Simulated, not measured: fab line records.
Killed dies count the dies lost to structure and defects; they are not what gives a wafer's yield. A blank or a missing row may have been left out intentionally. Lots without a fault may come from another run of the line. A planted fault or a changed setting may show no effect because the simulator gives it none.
fab line records -- flow nandHarc
record: lots: 6, wafers: 18, lastDay: 33
route steps=1302 shown P_M2@330 END@1302
lots that met no fault: taken from a fault-free run of the same line
startH: hours from the record's first day to the start of the lot's first wafer shown -- waitH: how many hours have passed since the lot's step before this one -- " the same as in the row above -- L1.1+2: a row that stands for several wafers -- - either no value or no given start -- * or withheld: withheld -- < > ~ a bound
route shown NAME@n: a module of which the file shows steps, and the number in the route of the first -- usual: mean and standard deviation over wafers with no fault -- same: alike in all rows -- chamber/n: place in a boat -- sites: readings site by site -- _std_site: the standard deviation of these -- _edge_site: the outer-site mean with the inner-site mean subtracted -- radiusMm: for every site, how far away it sits from the centre of the wafer -- mask NAME#n: copy n -- behind: tool/chamber where the wafer was last shaped -- hold: reason for holding the lot/hours on hold/outcome of the hold -- device: which transistor (n, p or np) failed to switch -- end of line: the route-end tests of the same wafers -- a step without rows: its recipe alone -- killed: count of dies lost to structure and defects at first sort (not the wafer's yield) -- map: dies across one wafer; x = killed, . = not, _ = none there
set.NAME: the setting that was run; set.NAME@STEP: the one run at that earlier step -- model.NAME: the simulator's own value behind a step, which no gauge read
certain route steps with their lots: each step a table, each wafer a row
services: from which hour (startH, from the record's first day; less than 0 if before it) a tool's chamber was out of use, for how many hours, and why
== steps ==
step: NHARC_P_M2_INSPECT_11
usual: rawDefectCount: 5/3.1
lot.wafer,tool,chamber,startH,waitH,rawDefectCount
L408.3,defectInspect-02,-,133.76,0.0,1
L408.4,defectInspect-02,-,133.76,0.0,0
L408.5,defectInspect-02,-,133.76,0.0,4
L415.2,defectInspect-01,-,199.31,0.0,10
L415.4,defectInspect-01,-,199.31,0.0,10
L415.5,defectInspect-01,-,199.31,0.0,6
L419.1,defectInspect-02,-,247.09,0.0,3
L419.3,defectInspect-02,-,247.09,0.0,2
L419.6,defectInspect-02,-,247.09,0.0,5
L420.4,defectInspect-02,-,249.55,0.0,4
L420.5,defectInspect-02,-,249.55,0.0,6
L420.6,defectInspect-02,-,249.55,0.0,2
L430.2,defectInspect-02,-,347.89,0.0,4
L430.4,defectInspect-02,-,347.89,0.0,5
L430.5,defectInspect-02,-,347.89,0.0,4
L431.3,defectInspect-02,-,361.99,0.0,8
L431.5,defectInspect-02,-,361.99,0.0,12
L431.6,defectInspect-02,-,361.99,0.0,9
step: NHARC_P_M2_DESCUM_14
recipe: timeS: 3, o2FlowSccm: 200, arFlowSccm: 0, biasPowerW: 0, chemistry: O2
usual: drypumpMotorCurrentA: 5.7/0.39, o2FlowSccm: 200.0/0.6, oesProductAu: 1.000/0.0088, rfVppV: 57.6/0.86, showerheadPlenumPTorr: 1.88/0.088, throttleValvePct: 11.310/0.0094
lot.wafer,tool,chamber,startH,waitH,drypumpMotorCurrentA,o2FlowSccm,oesProductAu,rfHoursCounterH,rfVppV,showerheadPlenumPTorr,throttleValvePct
L408.4,rieDiel-09,1,133.82,0.1,5.8,200.8,0.988,7.4,58.1,1.84,11.296
L408.3,rieDiel-09,2,133.82,0.1,5.9,199.7,1.000,9.4,57.8,1.80,11.311
L408.5,rieDiel-09,2,133.82,0.1,5.9,200.4,1.004,-,56.9,1.80,11.335
L415.2,rieDiel-09,2,199.37,0.1,5.9,199.9,1.015,2.2,56.5,1.80,11.299
L415.4,rieDiel-09,1,199.37,0.1,5.9,199.2,0.997,2.3,57.1,1.84,11.317
L415.5,rieDiel-09,2,199.37,0.1,5.9,200.0,1.013,-,56.5,1.80,11.321
L419.3,rieDiel-09,3,247.16,0.1,6.3,200.6,1.000,4.7,57.1,1.82,11.301
L419.1,rieDiel-09,1,247.16,0.1,5.9,200.7,1.004,3.7,57.4,1.84,11.307
L419.6,rieDiel-09,3,247.16,0.1,6.3,201.8,1.001,-,56.4,1.82,11.318
L420.4,rieDiel-07,2,249.62,0.1,5.1,200.1,0.977,6.6,59.2,1.99,11.309
L420.5,rieDiel-07,0,249.62,0.1,5.6,199.6,0.998,-,56.9,1.97,11.301
L420.6,rieDiel-07,1,249.62,0.1,5.4,200.4,0.990,-,57.0,1.82,11.319
L430.2,rieDiel-07,3,347.96,0.1,5.1,200.7,1.005,2.2,57.7,1.98,11.304
L430.5,rieDiel-07,2,347.96,0.1,5.1,199.9,0.992,-,58.2,1.99,11.313
L430.4,rieDiel-07,0,347.96,0.1,5.6,200.0,0.995,-,58.4,1.97,11.319
L431.3,rieDiel-09,0,362.06,0.1,5.6,199.4,1.003,1.8,56.3,1.78,11.310
L431.6,rieDiel-09,3,362.06,0.1,6.4,200.2,1.009,-,57.0,1.82,11.312
L431.5,rieDiel-09,0,362.06,0.1,5.6,200.0,1.007,-,57.1,1.79,11.314
step: NHARC_P_M2_ETCH_35
recipe: targetDepthA: 400, overetchA: 120, timeS: 43.94, ionEnergyEv: 200, n2FlowSccm: 150, h2FlowSccm: 150, arFlowSccm: 0, rfW: 400, biasW: 150, chemistry: N2/H2
step: NHARC_P_M2_ETCH_15
recipe: targetDepthA: 1825, timeS: 91.2, c4f8FlowSccm: withheld, arFlowSccm: 400, rfW: 600, biasW: 300, chemistry: C4F8/Ar
step: NHARC_P_M2_CD_MEAS_16
usual: cdNm: 169.7/0.55
lot.wafer,tool,chamber,startH,waitH,cdNm
L408.3,cdSem-02,-,134.13,-,169.7
L408.4,cdSem-02,-,134.13,-,170.3
L408.5,cdSem-02,-,134.13,-,169.9
L415.2,cdSem-01,-,199.67,-,168.9
L415.4,cdSem-01,-,199.67,-,168.5
L415.5,cdSem-01,-,199.67,-,169.3
L419.1,cdSem-02,-,247.45,-,169.9
L419.3,cdSem-02,-,247.45,-,170.5
L419.6,cdSem-02,-,247.45,-,171.4
L420.4,cdSem-03,-,249.92,-,170.6
L420.5,cdSem-03,-,249.92,-,170.4
L420.6,cdSem-03,-,249.92,-,169.7
L430.2,cdSem-03,-,348.30,-,169.8
L430.4,cdSem-03,-,348.30,-,169.9
L430.5,cdSem-03,-,348.30,-,170.3
L431.3,cdSem-03,-,362.42,-,168.9
L431.5,cdSem-03,-,362.42,-,168.9
L431.6,cdSem-03,-,362.42,-,168.7
step: NHARC_P_M2_STRIP_18
recipe: powerW: 1000, n2FlowSccm: 150, h2FlowSccm: 150, arFlowSccm: 0, biasW: 0, chemistry: N2/H2
usual: drypumpMotorCurrentA: 5.6/0.37, oesProductAu: 1.000/0.0089, rfVppV: 90.6/0.99, showerheadPlenumPTorr: 2.03/0.1, throttleValvePct: 14.172/0.0089
same: biasW: 0
lot.wafer,tool,chamber,startH,waitH,drypumpMotorCurrentA,oesProductAu,rfHoursCounterH,rfVppV,showerheadPlenumPTorr,throttleValvePct
L408.4,rieDiel-07,0,134.23,0.1,5.6,1.002,0.0,91.4,2.10,14.186
L408.3,rieDiel-07,2,134.23,0.1,5.1,0.996,0.2,91.3,2.13,14.163
L408.5,rieDiel-07,0,134.23,0.1,5.6,0.991,-,91.5,2.10,14.160
L415.4,rieDiel-09,3,199.80,0.1,6.4,1.000,2.6,89.7,1.93,14.189
L415.2,rieDiel-09,0,199.80,0.1,5.6,0.999,2.7,88.4,1.90,14.169
L415.5,rieDiel-09,2,199.80,0.1,5.9,1.012,-,89.7,1.91,14.178
L419.3,rieDiel-02,2,247.53,0.1,5.6,0.991,1.0,92.5,2.20,14.163
L419.1,rieDiel-02,1,247.53,0.1,5.4,1.003,0.7,90.6,2.13,14.163
L419.6,rieDiel-02,3,247.53,0.1,5.3,1.001,-,91.1,2.04,14.184
L420.4,rieDiel-07,3,250.06,0.1,5.1,0.997,7.4,91.5,2.12,14.193
L420.6,rieDiel-07,0,250.06,0.1,5.6,1.007,-,90.9,2.10,14.165
L420.5,rieDiel-07,1,250.06,0.1,5.4,0.999,-,90.6,1.94,14.171
L430.2,rieDiel-09,3,348.40,0.1,6.4,0.995,1.2,89.3,1.93,14.178
L430.4,rieDiel-09,1,348.40,0.1,5.9,1.006,0.9,89.9,1.95,14.175
L430.5,rieDiel-09,3,348.40,0.1,6.4,1.012,-,90.8,1.93,14.166
L431.3,rieDiel-02,0,362.52,0.1,6.1,1.000,6.2,89.8,1.95,14.160
L431.6,rieDiel-02,3,362.52,0.1,5.3,0.998,-,92.4,2.04,14.171
L431.5,rieDiel-02,0,362.52,0.1,6.1,1.009,-,90.8,1.95,14.170
step: NHARC_P_M2_ETCH_28
recipe: targetDepthA: 300, overEtchFrac: 0.3, timeS: 72.99, ionEnergyEv: 150, cf4FlowSccm: 50, n2FlowSccm: 100, arFlowSccm: 150, rfW: 300, biasW: 100, chemistry: CF4/N2
usual: biasW: 100.04/0.3, drypumpMotorCurrentA: 5.6/0.37, oesProductAu: 0.997/0.0082, rfVppV: 314.0/2.2, showerheadPlenumPTorr: 2.61/0.12, throttleValvePct: 19.794/0.0094
lot.wafer,tool,chamber,startH,waitH,biasW,drypumpMotorCurrentA,oesProductAu,rfHoursCounterH,rfVppV,showerheadPlenumPTorr,throttleValvePct
L408.3,rieDiel-07,0,-,-,100.09,5.6,0.996,0.1,314.0,2.70,19.777
L408.4,rieDiel-07,2,-,-,99.88,5.1,0.991,0.2,317.2,2.73,19.797
L408.5,rieDiel-07,3,-,-,99.98,5.1,1.001,-,316.1,2.72,19.803
L415.2,rieDiel-09,3,-,-,99.46,6.4,1.004,2.6,312.6,2.50,19.790
L415.4,rieDiel-09,0,-,-,100.78,5.6,1.002,2.7,311.2,2.46,19.793
L415.5,rieDiel-09,3,-,-,99.94,6.4,1.003,-,312.9,2.50,19.801
L419.1,rieDiel-02,1,-,-,100.09,5.4,0.990,0.7,316.6,2.73,19.789
L419.3,rieDiel-02,2,-,-,100.08,5.6,0.978,1.0,317.5,2.82,19.809
L419.6,rieDiel-02,3,-,-,99.83,5.3,0.997,-,314.2,2.62,19.809
L420.4,rieDiel-07,1,-,-,99.84,5.4,0.998,7.3,312.1,2.51,19.811
L420.5,rieDiel-07,0,-,-,99.91,5.6,0.988,-,316.1,2.70,19.788
L420.6,rieDiel-07,1,-,-,99.33,5.4,1.009,-,311.7,2.51,19.790
L430.2,rieDiel-09,1,-,-,100.20,5.8,1.000,0.9,312.4,2.52,19.794
L430.4,rieDiel-09,3,-,-,99.95,6.3,1.005,1.3,311.7,2.50,19.785
L430.5,rieDiel-09,1,-,-,100.45,5.9,1.010,-,312.4,2.52,19.794
L431.3,rieDiel-02,1,-,-,100.14,5.4,0.995,5.6,314.6,2.73,19.795
L431.6,rieDiel-02,1,-,-,100.29,5.4,0.991,-,317.2,2.73,19.814
L431.5,rieDiel-02,2,-,-,99.61,5.6,0.986,-,318.1,2.81,19.775
step: NHARC_P_M2_STRIP_19
recipe: timeS: 600, tempC: 30, chemistry: postEtchResidueRemover
step: NHARC_P_M2_DEGAS_29
recipe: tempC: 250, timeS: 60
step: NHARC_P_M2_PRE_CLEAN_30
recipe: timeS: 30, tempC: 280, gas: H2/He
step: NHARC_P_M2_PVD_20
recipe: targetThkA: 50, biasV: 168.6, powerW: 15000, chamberPressurePa: 0.12, timeS: 8.06, substrateTempC: 50, material: TaN
usual: substrateTempC: 50.00/0.11, throttleValvePct: 30.5/1.2
lot.wafer,tool,chamber,startH,waitH,substrateTempC,throttleValvePct
L408.4,pvdSputter-03,-,-,-,49.84,28.9
L408.3,pvdSputter-03,-,-,-,50.03,28.7
L408.5,pvdSputter-03,-,-,-,50.12,28.4
L415.4,pvdSputter-01,-,-,-,49.96,29.0
L415.2,pvdSputter-01,-,-,-,50.02,29.8
L415.5,pvdSputter-01,-,-,-,49.86,30.1
L419.3,pvdSputter-02,-,-,-,50.13,31.3
L419.1,pvdSputter-02,-,-,-,49.95,30.5
L419.6,pvdSputter-02,-,-,-,50.22,31.2
L420.4,pvdSputter-02,-,-,-,49.99,31.0
L420.6,pvdSputter-02,-,-,-,49.91,30.9
L420.5,pvdSputter-02,-,-,-,50.23,31.2
L430.2,pvdSputter-02,-,-,-,50.07,30.5
L430.4,pvdSputter-02,-,-,-,50.08,30.6
L430.5,pvdSputter-02,-,-,-,50.08,30.5
L431.3,pvdSputter-02,-,-,-,49.99,30.5
L431.5,pvdSputter-02,-,-,-,49.89,30.9
L431.6,pvdSputter-02,-,-,-,49.94,30.3
step: NHARC_P_M2_PVD_21
recipe: targetThkA: 300, chamberPressurePa: 5, powerW: 5000, substrateTempC: 30, timeS: 20.49, material: Cu
usual: substrateTempC: 29.99/0.1, throttleValvePct: 30.4/1.2
lot.wafer,tool,chamber,startH,waitH,substrateTempC,throttleValvePct
L408.4,pvdSputter-03,-,-,-,29.96,30.2
L408.3,pvdSputter-03,-,-,-,29.95,29.1
L408.5,pvdSputter-03,-,-,-,29.96,28.9
L415.4,pvdSputter-01,-,-,-,29.99,28.3
L415.2,pvdSputter-01,-,-,-,30.00,29.2
L415.5,pvdSputter-01,-,-,-,29.87,28.3
L419.3,pvdSputter-02,-,-,-,30.02,31.4
L419.1,pvdSputter-02,-,-,-,29.89,32.7
L419.6,pvdSputter-02,-,-,-,29.96,30.8
L420.4,pvdSputter-02,-,-,-,30.11,31.1
L420.5,pvdSputter-02,-,-,-,30.10,32.4
L420.6,pvdSputter-02,-,-,-,29.92,30.3
L430.4,pvdSputter-02,-,-,-,29.95,30.6
L430.2,pvdSputter-02,-,-,-,29.89,30.8
L430.5,pvdSputter-02,-,-,-,29.94,31.7
L431.3,pvdSputter-02,-,-,-,30.02,30.7
L431.6,pvdSputter-02,-,-,-,30.00,30.9
L431.5,pvdSputter-02,-,-,-,29.80,31.0
step: NHARC_P_M2_ECD_22
recipe: targetThkA: 4000, bathTempC: 25, material: Cu
lot.wafer,tool,chamber,startH,waitH
L408.4+3+5,ecdCu-01,"1,0,1",135.30,-
L415.2+4+5,ecdCu-01,"1,1,0",200.79,-
L419.1+3+6,ecdCu-01,"1,0,0",248.53,-
L420.4+5+6,ecdCu-01,"0,0,1",251.25,-
L430.2+4+5,ecdCu-02,"0,1,1",349.42,-
L431.3+6+5,ecdCu-02,"1,1,0",363.62,-
step: NHARC_P_M2_ANNEAL_31
recipe: tempC: 225, timeS: 90
step: NHARC_P_M2_CMP_23
recipe: tOverpolishS: 20, targetThkNm: 144.3
usual: motorCurrentA: 12.3/0.96, timeToEndpointS: 28.4/2.5
lot.wafer,tool,chamber,startH,waitH,motorCurrentA,timeToEndpointS
L408.3,cmp-03,3,135.92,-,10.4,25.9
L408.4,cmp-03,2,135.92,-,11.4,29.2
L408.5,cmp-03,3,135.92,-,10.4,29.1
L415.4,cmp-02,0,201.53,-,11.8,25.5
L415.2,cmp-02,1,201.53,-,11.5,23.1
L415.5,cmp-02,2,201.53,-,13.3,24.8
L419.3,cmp-03,2,249.28,-,11.1,10.0
L419.1,cmp-03,3,249.28,-,10.2,27.8
L419.6,cmp-03,1,249.28,-,13.2,12.4
L420.4,cmp-01,2,251.87,-,12.8,15.4
L420.6,cmp-01,2,251.87,-,13.2,29.3
L420.5,cmp-01,3,251.87,-,11.3,15.7
L430.4,cmp-01,0,350.09,-,12.5,27.8
L430.2,cmp-01,2,350.09,-,13.1,30.9
L430.5,cmp-01,1,350.09,-,13.8,31.9
L431.3,cmp-02,0,364.29,-,12.1,27.3
L431.5,cmp-02,2,364.29,-,12.7,27.0
L431.6,cmp-02,3,364.29,-,12.3,28.9
step: NHARC_P_M2_THK_MEAS_24
recipe: thkMeasGauge: xrf
usual: thkNm: 144.4/1.3
lot.wafer,tool,chamber,startH,waitH,thkNm
L408.3,filmMetro-01,-,136.24,-,144.8
L408.4,filmMetro-01,-,136.24,-,145.9
L408.5,filmMetro-01,-,136.24,-,146.6
L415.2,filmMetro-02,-,201.79,-,142.1
L415.4,filmMetro-02,-,201.79,-,142.3
L415.5,filmMetro-02,-,201.79,-,144.5
L419.1,filmMetro-02,-,249.57,-,143.8
L419.3,filmMetro-02,-,249.57,-,143.8
L419.6,filmMetro-02,-,249.57,-,143.6
L420.4,filmMetro-01,-,252.19,-,145.1
L420.5,filmMetro-01,-,252.19,-,141.7
L420.6,filmMetro-01,-,252.19,-,145.6
L430.2,filmMetro-01,-,350.41,-,144.5
L430.4,filmMetro-01,-,350.41,-,145.7
L430.5,filmMetro-01,-,350.41,-,143.4
L431.3,filmMetro-02,-,364.55,-,145.8
L431.5,filmMetro-02,-,364.55,-,143.1
L431.6,filmMetro-02,-,364.55,-,146.1
step: NHARC_END_SORT_01
recipe: tempC: 25
usual: defectLimitedYield: 92.5/2.3, killedAtArray: 46/15, killedAtOther: 0.8/1.1, killedAtPeriphery: 4.0/2.9, killedDies: 50/15, killedOpen: 3.2/1.8, killedShort: 2.3/1.6, sort_bin_2_pct: 2.7/1, sort_bin_3_pct: 0.5/0.32, sort_bin_4_pct: 4.2/1.3, sortNPass: 627/15, sortRimYieldPct: 87/4.7, sortYieldPct: 92.5/2.3
same: grossDies: 677, sort_bin_5_pct[%]: 0, sort_bin_6_pct[%]: 0, sort_bin_7_pct[%]: 0, sort_bin_8_pct[%]: 0, sortRimNGross: 106.00
lot.wafer,tool,chamber,startH,waitH,defectLimitedYield[%],killedAtArray,killedAtOther,killedAtPeriphery,killedDies,killedOpen,killedShort,sort_bin_2_pct[%],sort_bin_3_pct[%],sort_bin_4_pct[%],sortNPass,sortRimYieldPct[%],sortYieldPct[%]
L408.3,prober-01,0,566.50,3.1,97.2,19,0,0,19,1,4,0.4,0.1,2.2,658,95,97.2
L408.4,prober-01,0,567.30,3.4,97.6,14,0,2,16,0,2,0.6,0.1,1.6,661,95,97.6
L408.5,prober-01,0,568.10,3.7,96.8,19,1,2,22,1,1,0.9,0.1,2.2,655,90,96.8
L415.2,prober-01,0,624.99,2.8,93.9,33,1,7,41,2,2,2.5,0.6,3.0,636,88,93.9
L415.4,prober-01,0,626.58,3.4,92.3,44,0,8,52,4,1,2.8,0.3,4.6,625,87,92.3
L415.5,prober-01,0,627.37,3.7,92.8,41,2,6,49,2,3,2.4,0.4,4.4,628,91,92.8
L419.1,prober-02,0,675.33,2.5,90.5,62,1,1,64,7,4,3.0,1.0,5.5,613,83,90.5
L419.3,prober-02,0,676.92,3.1,93.9,40,0,1,41,4,1,2.4,0.4,3.2,636,91,93.9
L419.6,prober-02,0,679.30,4.0,93.8,41,0,1,42,3,1,3.1,0.7,2.4,635,91,93.8
L420.4,prober-01,0,677.66,3.4,95.4,29,0,2,31,2,2,2.1,0,2.5,646,91,95.4
L420.5,prober-01,0,678.46,3.7,94.8,34,0,1,35,3,0,1.5,0.4,3.2,642,92,94.8
L420.6,prober-01,0,679.25,4.0,94.7,36,0,0,36,0,1,1.2,0.6,3.5,641,93,94.7
L430.2,prober-01,0,778.43,2.8,91.7,50,4,2,56,1,1,2.5,0.7,5.0,621,84,91.7
L430.4,prober-01,0,780.02,3.4,91.9,49,2,4,55,3,6,3.2,0.4,4.4,622,89,91.9
L430.5,prober-01,0,780.81,3.7,91.0,53,4,4,61,2,2,3.2,0.6,5.2,616,87,91.0
L431.3,prober-01,0,793.75,3.1,94.8,23,2,10,35,4,3,1.8,0.3,3.1,642,92,94.8
L431.5,prober-01,0,795.35,3.7,93.8,31,2,9,42,3,5,1.9,0.1,4.1,635,92,93.8
L431.6,prober-01,0,796.15,4.0,95.1,28,0,5,33,4,1,1.3,0.1,3.4,644,91,95.1
killed by level:class
L408.3 A_CHANNEL_HOLE_D2:chamberFilmFlake=5 A_CONTACT:chamberFilmFlake=4 A_CHANNEL_HOLE_D1:geometricParticle:short=3 A_CHANNEL_HOLE_D1:chamberFilmFlake=2 A_ONON_D1:geometricParticle:open=1 A_WL_FILL:geometricParticle:short=1 A_ZERO_WELL:chamberFilmFlake=1 A_CHANNEL_FILL_D1:chamberFilmFlake=1
L408.4 A_CONTACT:chamberFilmFlake=3 P_M2:chamberFilmFlake=2 A_CHANNEL_HOLE_D1:chamberFilmFlake=2 A_CHANNEL_HOLE_D2:chamberFilmFlake=2 A_WL_FILL:chamberFilmFlake=2 A_CHANNEL_FILL_D1:geometricParticle:short=1 A_WL_FILL:geometricParticle:short=1 A_ZERO_WELL:chamberFilmFlake=1
L408.5 A_CHANNEL_HOLE_D2:chamberFilmFlake=7 A_STAIRCASE:chamberFilmFlake=4 A_WL_FILL:chamberFilmFlake=3 P_M2:chamberFilmFlake=2 A_ONON_D2:geometricParticle:short=1 A_M0:geometricParticle:open=1 A_ZERO_WELL:chamberFilmFlake=1 A_CHANNEL_HOLE_D1:chamberFilmFlake=1
L415.2 A_SLIT:chamberFilmFlake=14 A_CHANNEL_HOLE_D2:chamberFilmFlake=5 A_CONTACT:chamberFilmFlake=4 P_ZERO_WELL:chamberFilmFlake=2 P_BONDPAD:chamberFilmFlake=2 A_CHANNEL_HOLE_D1:chamberFilmFlake=2 A_DECK1_JOINT:chamberFilmFlake=2 A_STAIRCASE:chamberFilmFlake=2
L415.4 A_SLIT:chamberFilmFlake=19 A_CHANNEL_HOLE_D2:chamberFilmFlake=7 A_STAIRCASE:chamberFilmFlake=6 A_CONTACT:chamberFilmFlake=4 A_CHANNEL_HOLE_D1:chamberFilmFlake=3 P_GATE:chamberFilmFlake=2 P_CONTACT:geometricParticle:short=1 P_M0:geometricParticle:open=1
L415.5 A_SLIT:chamberFilmFlake=14 A_STAIRCASE:chamberFilmFlake=9 A_CHANNEL_HOLE_D2:chamberFilmFlake=5 A_CONTACT:chamberFilmFlake=5 A_DECK1_JOINT:geometricParticle:short=2 P_BONDPAD:chamberFilmFlake=2 A_CHANNEL_HOLE_D1:chamberFilmFlake=2 THIN_TSV:chamberFilmFlake=2
L419.1 A_SLIT:chamberFilmFlake=25 A_CHANNEL_HOLE_D1:chamberFilmFlake=18 A_CONTACT:chamberFilmFlake=4 A_CHANNEL_FILL_D2:chamberFilmFlake=3 A_CONTACT:geometricParticle:open=2 A_BLC:geometricParticle:open=2 A_M0:geometricParticle:open=2 P_M0:geometricParticle:short=1
L419.3 A_SLIT:chamberFilmFlake=16 A_CHANNEL_HOLE_D1:chamberFilmFlake=14 A_M0:geometricParticle:open=3 A_CONTACT:chamberFilmFlake=3 A_M1:chamberFilmFlake=2 P_M1:geometricParticle:open=1 A_CHANNEL_FILL_D1:geometricParticle:short=1 A_CHANNEL_HOLE_D2:chamberFilmFlake=1
L420.4 A_CHANNEL_HOLE_D2:chamberFilmFlake=12 A_CHANNEL_HOLE_D1:chamberFilmFlake=6 A_CONTACT:chamberFilmFlake=4 A_ONON_D2:geometricParticle:short=2 A_WL_FILL:chamberFilmFlake=2 P_GATE:geometricParticle:open=1 A_ONON_D1:geometricParticle:open=1 P_CONTACT:chamberFilmFlake=1
L420.5 A_CHANNEL_HOLE_D2:chamberFilmFlake=11 A_CONTACT:chamberFilmFlake=7 A_BLC:chamberFilmFlake=7 A_CHANNEL_HOLE_D1:chamberFilmFlake=4 A_ONON_D1:geometricParticle:open=1 A_CHANNEL_FILL_D1:geometricParticle:open=1 A_M0:geometricParticle:open=1 P_STI:chamberFilmFlake=1
L420.6 A_CHANNEL_HOLE_D2:chamberFilmFlake=16 A_BLC:chamberFilmFlake=7 A_CHANNEL_HOLE_D1:chamberFilmFlake=5 A_DECK1_JOINT:chamberFilmFlake=2 A_CONTACT:chamberFilmFlake=2 A_DECK1_JOINT:geometricParticle:short=1 A_STAIRCASE:chamberFilmFlake=1 A_SLIT:chamberFilmFlake=1
L419.6 A_SLIT:chamberFilmFlake=20 A_CHANNEL_HOLE_D1:chamberFilmFlake=10 A_M0:geometricParticle:open=2 A_DECK1_JOINT:chamberFilmFlake=2 A_CONTACT:chamberFilmFlake=2 A_CHANNEL_HOLE_D1:geometricParticle:open=1 A_M0:geometricParticle:short=1 P_ZERO_WELL:chamberFilmFlake=1
L430.2 A_SLIT:chamberFilmFlake=27 A_CHANNEL_HOLE_D1:chamberFilmFlake=12 A_STAIRCASE:chamberFilmFlake=6 THIN_TSV:chamberFilmFlake=4 A_M1:chamberFilmFlake=2 A_DECK1_JOINT:geometricParticle:short=1 A_CHANNEL_FILL_D2:geometricParticle:open=1 P_ZERO_WELL:chamberFilmFlake=1
L430.4 A_SLIT:chamberFilmFlake=24 A_STAIRCASE:chamberFilmFlake=7 A_CHANNEL_HOLE_D1:chamberFilmFlake=6 A_WL_FILL:geometricParticle:short=2 P_ZERO_WELL:chamberFilmFlake=2 A_CONTACT:chamberFilmFlake=2 THIN_TSV:chamberFilmFlake=2 P_STI:geometricParticle:short=1
L430.5 A_SLIT:chamberFilmFlake=23 A_CHANNEL_HOLE_D1:chamberFilmFlake=15 A_STAIRCASE:chamberFilmFlake=4 THIN_TSV:chamberFilmFlake=4 P_ZERO_WELL:chamberFilmFlake=3 A_M1:chamberFilmFlake=3 A_CHANNEL_FILL_D1:geometricParticle:open=2 A_CONTACT:chamberFilmFlake=2
L431.3 A_CONTACT:chamberFilmFlake=8 P_ZERO_WELL:chamberFilmFlake=4 A_SLIT:chamberFilmFlake=4 A_CHANNEL_FILL_D1:geometricParticle:open=2 P_GATE:chamberFilmFlake=2 A_CHANNEL_FILL_D2:chamberFilmFlake=2 A_STAIRCASE:chamberFilmFlake=2 THIN_TSV:chamberFilmFlake=2
L431.5 A_SLIT:chamberFilmFlake=7 P_GATE:chamberFilmFlake=6 A_STAIRCASE:chamberFilmFlake=4 A_CONTACT:chamberFilmFlake=4 P_ZERO_WELL:chamberFilmFlake=3 A_CHANNEL_HOLE_D2:geometricParticle:short=2 A_DECK1_JOINT:chamberFilmFlake=2 A_CHANNEL_FILL_D2:chamberFilmFlake=2
L431.6 A_SLIT:chamberFilmFlake=10 A_CONTACT:chamberFilmFlake=8 P_GATE:chamberFilmFlake=4 A_CHANNEL_FILL_D2:chamberFilmFlake=3 A_STAIRCASE:chamberFilmFlake=2 P_CONTACT:geometricParticle:open=1 A_SOURCE_PLATE:geometricParticle:open=1 A_SOURCE_PLATE:geometricParticle:short=1
== services ==
tool,chamber,startH,hours,kind
rieDiel-07,-,114.53,0.2,repair
rieDiel-07,-,117.20,9.0,pm
cmp-02,-,121.23,1.6,repair
ecdCu-02,-,126.23,2.8,repair
pvdSputter-01,-,126.84,5.6,repair
cmp-02,-,134.61,4.0,pm
rieDiel-07,-,137.05,0.2,repair
cmp-01,-,139.29,7.7,repair
rieDiel-09,-,143.10,9.0,pm
cmp-02,-,148.28,16.3,repair
rieDiel-02,3,158.34,2.5,repair
ecdCu-01,-,160.06,8.0,pm
rieDiel-07,1,216.31,2.7,repair
rieDiel-02,-,216.70,9.0,pm
rieDiel-02,1,257.31,18.0,repair
rieDiel-07,1,261.29,3.8,repair
rieDiel-09,2,278.50,6.1,repair
pvdSputter-02,-,282.08,10.0,pm
rieDiel-07,-,294.21,9.0,pm
rieDiel-09,0,298.05,10.4,repair
rieDiel-09,-,320.10,9.0,pm
rieDiel-07,1,335.23,119.6,repair
ecdCu-01,-,336.06,8.0,pm
rieDiel-09,2,358.54,8.7,repair
== key ==
firstSign: step: NHARC_P_M2_CMP_23, reading: timeToEndpointS, direction: down, sigmas: 6.1, usual: *, struck: *
effect none on later readings
metAt NHARC_P_M2_ECD_22
struckWafers L419.3,L419.6,L420.4,L420.5
onsetBetween 200.79 248.53
fault: kind: processParameterDrift, tool: ecdCu-01, chamber: 0, onsetH: 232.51, steps: NHARC_P_M2_ECD_22, channel: targetThkA, offset: *, shape: step, endH: 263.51, actsIn: *, stated: *
